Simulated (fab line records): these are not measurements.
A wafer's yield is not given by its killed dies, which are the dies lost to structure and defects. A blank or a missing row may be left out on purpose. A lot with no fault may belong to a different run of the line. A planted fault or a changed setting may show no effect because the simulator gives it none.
What tool caused it? -- flow n5_finfet -- 9 lots with 27 wafers sampled at 5 steps, on a route of 1938 steps

== WHAT EACH GAUGE READ, for each wafer ==
N5_BEOL_M4_RC_MEAS_101. Usual: DIBL_N 36.2 mV/V, standard deviation 1.6; DIBL_P 36.5 mV/V, standard deviation 1.9; IOFF_N 0.158 nA/um, standard deviation 0.027; IOFF_P 0.21 nA/um, standard deviation 0.038; ION_N 675 uA/um, standard deviation 12; ION_P 464 uA/um, standard deviation 8.9; SS_N 71.5 mV/dec, standard deviation 0.61; SS_P 73.4 mV/dec, standard deviation 0.59; VT_N 250.4 mV, standard deviation 3; VT_P -250 mV, standard deviation 3.6.
lot,measured,on,DIBL_N (mV/V),DIBL_P (mV/V),IOFF_N (nA/um),IOFF_P (nA/um),ION_N (uA/um),ION_P (uA/um),SS_N (mV/dec),SS_P (mV/dec),VT_N (mV),VT_P (mV),flag
L248,day 7 23:20,prober-02,34.3 36.1 36.9,35.5 38.0 38.7,0.138 0.161 0.184,0.19 0.24 0.25,668 682 688,457 466 465,70.9 71.5 72.0,72.3 72.9 73.2,252.3 252.3 249.9,-251 -251 -246,
L249,day 7 20:24,prober-01,37.7 36.3 38.5,38.5 36.5 39.0,0.175 0.146 0.194,0.26 0.22 0.27,683 676 683,474 472 468,72.3 71.1 72.0,74.0 73.0 74.1,251.0 251.9 247.4,-247 -250 -245,
L255,day 9 19:01,prober-01,34.9 34.2 36.7,34.8 34.6 37.9,0.129 0.121 0.165,0.20 0.19 0.25,673 665 685,465 461 474,71.5 71.3 72.1,73.4 72.7 73.2,255.7 254.4 248.9,-249 -251 -245,
L256,day 9 20:32,prober-01,37.5 39.8 36.0,36.6 38.7 34.4,0.156 0.211 0.128,0.18 0.21 0.16,666 682 651,452 453 437,71.0 72.3 71.1,73.1 73.9 73.0,250.0 246.5 256.1,-257 -255 -259,
L257,day 10 02:59,prober-02,37.6 35.8 35.6,38.5 37.4 37.4,0.184 0.158 0.165,0.24 0.22 0.22,698 686 696,475 467 477,72.1 71.1 71.1,73.9 73.5 73.4,245.7 250.7 247.4,-249 -249 -248,
L259,day 10 11:46,prober-01,34.9 36.5 38.2,35.8 37.3 39.0,0.142 0.175 0.209,0.19 0.20 0.25,671 691 705,463 464 474,70.5 70.8 72.8,73.5 73.8 73.6,251.0 245.7 246.5,-250 -251 -246,
L268,day 13 19:52,prober-02,38.4 37.6 37.1,36.8 36.5 35.7,0.179 0.163 0.161,0.26 0.25 0.22,673 666 658,468 467 457,72.1 72.0 72.8,73.3 74.1 73.2,249.6 249.4 253.0,-247 -247 -247,
L269,day 13 14:35,prober-02,35.7 36.8 35.6,35.7 38.1 36.5,0.158 0.175 0.165,0.18 0.23 0.20,677 666 677,459 457 468,71.2 71.6 71.4,72.7 73.8 72.8,248.8 247.5 248.2,-254 -250 -251,
L270,day 14 08:34,prober-02,35.0 34.2 32.9,34.8 34.5 33.3,0.149 0.141 0.116,0.22 0.22 0.19,664 686 666,463 482 469,71.1 70.4 71.3,72.8 73.0 73.1,250.4 249.9 252.7,-248 -248 -251,

== TOOL THAT RAN EACH LOT (tool first, then ch and the chambers of the sampled wafers, then the start) ==
lot,N5_BEOL_M0_SAQP_ILD_DEP_01,N5_BEOL_M0_SAQP_STRIP_86,N5_BEOL_M0_SAQP_SPACER1_ETCHBACK_99,N5_BEOL_M0_SAQP_MANDREL1_REMOVE_100
L248,"pecvd-02 ch 1,2, day 5 11:51","rie_diel-03 ch 1,2, day 5 14:56","rie_diel-06 ch 0,1, day 5 16:05","rie_si-02 ch 0,2, day 5 16:11"
L249,"pecvd-03 ch 0,2, day 5 14:51","rie_diel-01 ch 1,2,3, day 5 16:46","rie_diel-06 ch 0,2,3, day 5 18:08","rie_si-05 ch 1,2,3, day 5 18:13"
L255,"pecvd-02 ch 0,2, day 7 08:43","rie_diel-03 ch 0,2, day 7 11:04","rie_diel-06 ch 0,1, day 7 12:17","rie_si-02 ch 1,2,3, day 7 12:23"
L256,"pecvd-03 ch 1,2, day 7 11:43","rie_diel-03 ch 1,2,3, day 7 14:44","rie_diel-06 ch 2,3, day 7 16:41","rie_si-03 ch 0,2,3, day 7 16:46"
L257,"pecvd-03 ch 0,1,2, day 7 14:49","rie_diel-03 ch 1,3, day 7 16:44","rie_diel-01 ch 1,3, day 7 18:07","rie_si-03 ch 0,2, day 7 18:12"
L259,"pecvd-02 ch 1,2, day 8 01:13","rie_diel-03 ch 2,3, day 8 03:13","rie_diel-06 ch 0,2,3, day 8 04:12","rie_si-02 ch 0,1, day 8 04:17"
L268,"pecvd-03 ch 1,2, day 10 14:33","rie_diel-01 ch 0,1,2, day 10 16:14","rie_diel-03 ch 0,1,3, day 10 17:34","rie_si-02 ch 0,1, day 10 17:40"
L269,"pecvd-03 ch 0,1,2, day 10 17:48","rie_diel-06 ch 1,3, day 10 19:28","rie_diel-06 ch 0,1, day 10 21:59","rie_si-02 ch 1,2,3, day 10 22:04"
L270,"pecvd-02 ch 0,1, day 10 22:45","rie_diel-01 ch 1,2,3, day 11 02:40","rie_diel-03 ch 0,3, day 11 03:54","rie_si-02 ch 1,2,3, day 11 03:59"
- N5_BEOL_M0_SAQP_ILD_DEP_01: deposits SiOC from DEMS/O2, target thk 45.419 nm, time 8.7 s.
- N5_BEOL_M0_SAQP_STRIP_86: strips in N2/H2.
- N5_BEOL_M0_SAQP_SPACER1_ETCHBACK_99: etches SiO2 in CHF3/O2, target depth 15.4 nm, time 7.7 s.
- N5_BEOL_M0_SAQP_MANDREL1_REMOVE_100: chemistry HBr/Cl2/O2, target a-Si, stops on SiNx, bt time 10 s.

== WHAT THE TOOLS THEMSELVES READ (means of the sampled wafers that have a number; where no wafer has one, the mark that the record gives instead) ==
N5_BEOL_M0_SAQP_ILD_DEP_01. Usual: heater_power_w 497 W, standard deviation 75; showerhead_plenum_p_Torr 5.689 Torr, standard deviation 0.014; throttle_valve_pct 11.9 %, standard deviation 0.58.
lot,tool,heater_power_w (W),showerhead_plenum_p_Torr (Torr),throttle_valve_pct (%),flag
L248,pecvd-02,664,5.701,12.1,
L249,pecvd-03,490,5.698,11.3,
L255,pecvd-02,510,5.691,12.2,
L256,pecvd-03,493,5.695,11.3,
L257,pecvd-03,496,5.682,11.5,
L259,pecvd-02,566,5.705,12.1,
L268,pecvd-03,463,5.695,11.4,
L269,pecvd-03,467,5.682,11.6,
L270,pecvd-02,461,5.692,12.6,

N5_BEOL_M0_SAQP_STRIP_86. Usual: drypump_motor_current_A 5.8 A, standard deviation 0.57; h2_flow_sccm 300.0 sccm, standard deviation 1.1; oes_product_au 0.77 a.u., standard deviation 0.099; rf_vpp_V 121.9 V, standard deviation 1.5; showerhead_plenum_p_Torr 3.39 Torr, standard deviation 0.093; throttle_valve_pct 18.93 %, standard deviation 0.25.
lot,tool,drypump_motor_current_A (A),h2_flow_sccm (sccm),oes_product_au (a.u.),rf_vpp_V (V),showerhead_plenum_p_Torr (Torr),throttle_valve_pct (%),flag
L248,rie_diel-03,6.0,300.6,0.89,121.7,3.40,18.81,
L249,rie_diel-01,5.6,299.9,0.77,122.1,3.37,18.96,
L255,rie_diel-03,6.5,299.7,0.68,122.4,3.41,19.24,
L256,rie_diel-03,5.9,300.7,0.78,122.8,3.41,18.89,
L257,rie_diel-03,5.6,319.7,0.79,122.5,3.51,20.74,OFF
L259,rie_diel-03,6.2,308.7,0.68,121.7,3.38,19.72,OFF
L268,rie_diel-01,5.4,300.1,0.75,122.1,3.39,19.01,
L269,rie_diel-06,5.5,300.1,0.76,121.7,3.43,18.70,
L270,rie_diel-01,5.6,300.3,0.74,122.3,3.35,19.02,

N5_BEOL_M0_SAQP_SPACER1_ETCHBACK_99. Usual: drypump_motor_current_A 5.6 A, standard deviation 0.56; oes_product_au 0.78 a.u., standard deviation 0.086; rf_vpp_V 524 V, standard deviation 14; showerhead_plenum_p_Torr 2.41 Torr, standard deviation 0.07; throttle_valve_pct 18.87 %, standard deviation 0.24.
lot,tool,drypump_motor_current_A (A),oes_product_au (a.u.),rf_vpp_V (V),showerhead_plenum_p_Torr (Torr),throttle_valve_pct (%),flag
L248,rie_diel-06,5.8,0.76,518,2.34,19.00,
L249,rie_diel-06,5.6,0.85,537,2.40,18.72,
L255,rie_diel-06,5.9,0.75,519,2.34,19.01,
L256,rie_diel-06,5.2,0.88,538,2.41,18.53,
L257,rie_diel-01,5.2,0.72,516,2.42,18.88,
L259,rie_diel-06,5.6,0.83,536,2.40,18.75,
L268,rie_diel-03,5.9,0.85,525,2.46,18.75,
L269,rie_diel-06,5.8,0.73,518,2.33,19.05,
L270,rie_diel-03,5.8,0.78,524,2.47,18.88,

N5_BEOL_M0_SAQP_MANDREL1_REMOVE_100. Usual: drypump_motor_current_A 5.4 A, standard deviation 0.5; oes_product_au 0.994 a.u., standard deviation 0.014; throttle_valve_pct 36.61 %, standard deviation 0.23.
lot,tool,drypump_motor_current_A (A),oes_product_au (a.u.),throttle_valve_pct (%),flag
L248,rie_si-02,5.0,1.018,36.68,
L249,rie_si-05,5.3,0.987,36.66,
L255,rie_si-02,5.4,1.000,36.64,
L256,rie_si-03,5.9,0.982,36.50,
L257,rie_si-03,5.8,0.990,36.65,
L259,rie_si-02,5.3,1.011,36.64,
L268,rie_si-02,5.4,1.002,36.64,
L269,rie_si-02,5.4,0.998,36.64,
L270,rie_si-02,5.4,0.997,36.64,

== THE ANSWER, worked out from the rows above alone ==
Rule: a lot is off if the mean of its wafers that have a number lies more than 3 standard deviations from the usual mean. A lot without any number at a reading at which 4 lots or more have one is off too. Where the step has rows for the other lots, those lots are counted as sound. After the gauges, taken in route order, come the tools' own readings; for these a lot's mean is taken, as printed above. The first step at which some lot is off is used, and at that step the reading that is off furthest; a lot without a number counts as furthest.
Off, at N5_BEOL_M0_SAQP_STRIP_86 on h2_flow_sccm: L257, L259.
A tool fits if, at that step or a process step before it, it ran every lot that is off, and no sound lot after the first of them. One fits: rie_diel-03 at N5_BEOL_M0_SAQP_STRIP_86. Its last sound lot is L256 (day 7 14:44), its first lot that is off L257 (day 7 16:44): a fault that began between those two fits.
The tool's own readings at N5_BEOL_M0_SAQP_STRIP_86 bear it out: on the lots that are off they differ by more than 5 times the standard deviation of the sound lots' means. h2_flow_sccm reads 314.2 sccm there against 300.2 sccm on the sound lots; throttle_valve_pct reads 20.23 % there against 18.95 % on the sound lots.

== WHAT WAS PUT IN BY THE SIMULATOR ==
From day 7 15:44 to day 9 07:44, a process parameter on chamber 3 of rie_diel-03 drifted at N5_BEOL_M0_SAQP_STRIP_86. Setting h2_flow_sccm shifted by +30 from 300. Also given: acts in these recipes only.
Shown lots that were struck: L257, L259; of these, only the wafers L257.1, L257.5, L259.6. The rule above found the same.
